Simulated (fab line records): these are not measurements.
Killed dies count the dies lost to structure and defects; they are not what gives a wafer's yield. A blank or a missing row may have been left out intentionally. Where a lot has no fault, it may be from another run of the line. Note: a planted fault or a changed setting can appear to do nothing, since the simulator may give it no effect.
Chamber matching || flow nandHarc || NHARC_A_CONTACT_ETCH_90 on rieDiel-05 has 4 sister chambers
The step etches the open film in CH3F/O2, target depth 40 nm, time 85.7 s. 14 wafers are shown with their chamber, then 7 later ones without.

== EACH WAFER AND ITS CHAMBER ==
{"wafer": "L074.2", "chamber": 2, "drypumpMotorCurrentA (A)": 6.3, "showerheadPlenumPTorr (Torr)": 2.63, "throttleValvePct (%)": 20.656}
{"wafer": "L074.3", "chamber": 3, "drypumpMotorCurrentA (A)": 5.0, "showerheadPlenumPTorr (Torr)": 2.54, "throttleValvePct (%)": 20.671}
{"wafer": "L074.5", "chamber": 0, "drypumpMotorCurrentA (A)": 5.3, "showerheadPlenumPTorr (Torr)": 2.61, "throttleValvePct (%)": 20.658}
{"wafer": "L077.1", "chamber": 2, "drypumpMotorCurrentA (A)": 6.3, "showerheadPlenumPTorr (Torr)": 2.63, "throttleValvePct (%)": 20.650}
{"wafer": "L077.4", "chamber": 0, "drypumpMotorCurrentA (A)": 5.3, "showerheadPlenumPTorr (Torr)": 2.60, "throttleValvePct (%)": 20.675}
{"wafer": "L077.6", "chamber": 1, "drypumpMotorCurrentA (A)": 6.1, "showerheadPlenumPTorr (Torr)": 2.46, "throttleValvePct (%)": 20.668}
{"wafer": "L085.2", "chamber": 0, "drypumpMotorCurrentA (A)": 5.3, "showerheadPlenumPTorr (Torr)": 2.60, "throttleValvePct (%)": 20.678}
{"wafer": "L085.3", "chamber": 2, "drypumpMotorCurrentA (A)": 6.3, "showerheadPlenumPTorr (Torr)": 2.62, "throttleValvePct (%)": 20.665}
{"wafer": "L085.4", "chamber": 1, "drypumpMotorCurrentA (A)": 6.1, "showerheadPlenumPTorr (Torr)": 2.45, "throttleValvePct (%)": 20.640}
{"wafer": "L080.2", "chamber": 2, "drypumpMotorCurrentA (A)": 6.3, "showerheadPlenumPTorr (Torr)": 2.62, "throttleValvePct (%)": 20.666}
{"wafer": "L080.3", "chamber": 0, "drypumpMotorCurrentA (A)": 5.3, "showerheadPlenumPTorr (Torr)": 2.60, "throttleValvePct (%)": 20.666}
{"wafer": "L080.4", "chamber": 3, "drypumpMotorCurrentA (A)": 5.0, "showerheadPlenumPTorr (Torr)": 2.53, "throttleValvePct (%)": 20.675}
{"wafer": "L084.4", "chamber": 0, "drypumpMotorCurrentA (A)": 5.4, "showerheadPlenumPTorr (Torr)": 2.60, "throttleValvePct (%)": 20.669}
{"wafer": "L084.5", "chamber": 3, "drypumpMotorCurrentA (A)": 5.0, "showerheadPlenumPTorr (Torr)": 2.53, "throttleValvePct (%)": 20.668}

SIGNATURES (averages over the wafers above)
{"reading": "drypumpMotorCurrentA", "chamber 0": 5.320, "chamber 1": 6.100, "chamber 2": 6.300, "chamber 3": 5.000, "scatter within a chamber": 0.0283}
{"reading": "showerheadPlenumPTorr", "chamber 0": 2.6020, "chamber 1": 2.4550, "chamber 2": 2.6250, "chamber 3": 2.5333, "scatter within a chamber": 0.00545}
{"reading": "throttleValvePct", "chamber 0": 20.66920, "chamber 1": 20.65400, "chamber 2": 20.65925, "chamber 3": 20.67133, "scatter within a chamber": 0.00916}
Rule: distance of a wafer from a chamber = root of the sum over the readings of ((wafer's reading minus chamber's mean) / reading's scatter) squared. The wafer belongs to the nearest chamber; if the next one is less than 2 further off, it can't be placed. How the scatter is found: for the shown wafers, subtract from each reading the mean of its chamber, square and add these, divide the total by (wafers less chambers), then take the root.

== WAFERS WITH NO CHAMBER GIVEN ==
{"wafer": "L084.6", "drypumpMotorCurrentA (A)": 6.3, "showerheadPlenumPTorr (Torr)": 2.62, "throttleValvePct (%)": 20.681}
{"wafer": "L087.1", "drypumpMotorCurrentA (A)": 5.0, "showerheadPlenumPTorr (Torr)": 2.53, "throttleValvePct (%)": 20.683}
{"wafer": "L087.4", "drypumpMotorCurrentA (A)": 5.3, "showerheadPlenumPTorr (Torr)": 2.60, "throttleValvePct (%)": 20.652}
{"wafer": "L087.5", "drypumpMotorCurrentA (A)": 6.1, "showerheadPlenumPTorr (Torr)": 2.45, "throttleValvePct (%)": 20.675}
{"wafer": "L094.2", "drypumpMotorCurrentA (A)": 6.1, "showerheadPlenumPTorr (Torr)": 2.44, "throttleValvePct (%)": 20.662}
{"wafer": "L094.3", "drypumpMotorCurrentA (A)": 6.4, "showerheadPlenumPTorr (Torr)": 2.61, "throttleValvePct (%)": 20.645}
{"wafer": "L094.4", "drypumpMotorCurrentA (A)": 5.3, "showerheadPlenumPTorr (Torr)": 2.59, "throttleValvePct (%)": 20.656}

== CHAMBER TAKEN BY EACH ==
{"wafer": "L084.6", "from the rows above": 2, "in truth": 2}
{"wafer": "L087.1", "from the rows above": 3, "in truth": 3}
{"wafer": "L087.4", "from the rows above": 0, "in truth": 0}
{"wafer": "L087.5", "from the rows above": 1, "in truth": 1}
{"wafer": "L094.2", "from the rows above": 1, "in truth": 1}
{"wafer": "L094.3", "from the rows above": 2, "in truth": 2}
{"wafer": "L094.4", "from the rows above": 0, "in truth": 0}
Placed correctly: 7 of 7. Not placeable from these rows: 0. Placed wrongly: 0.
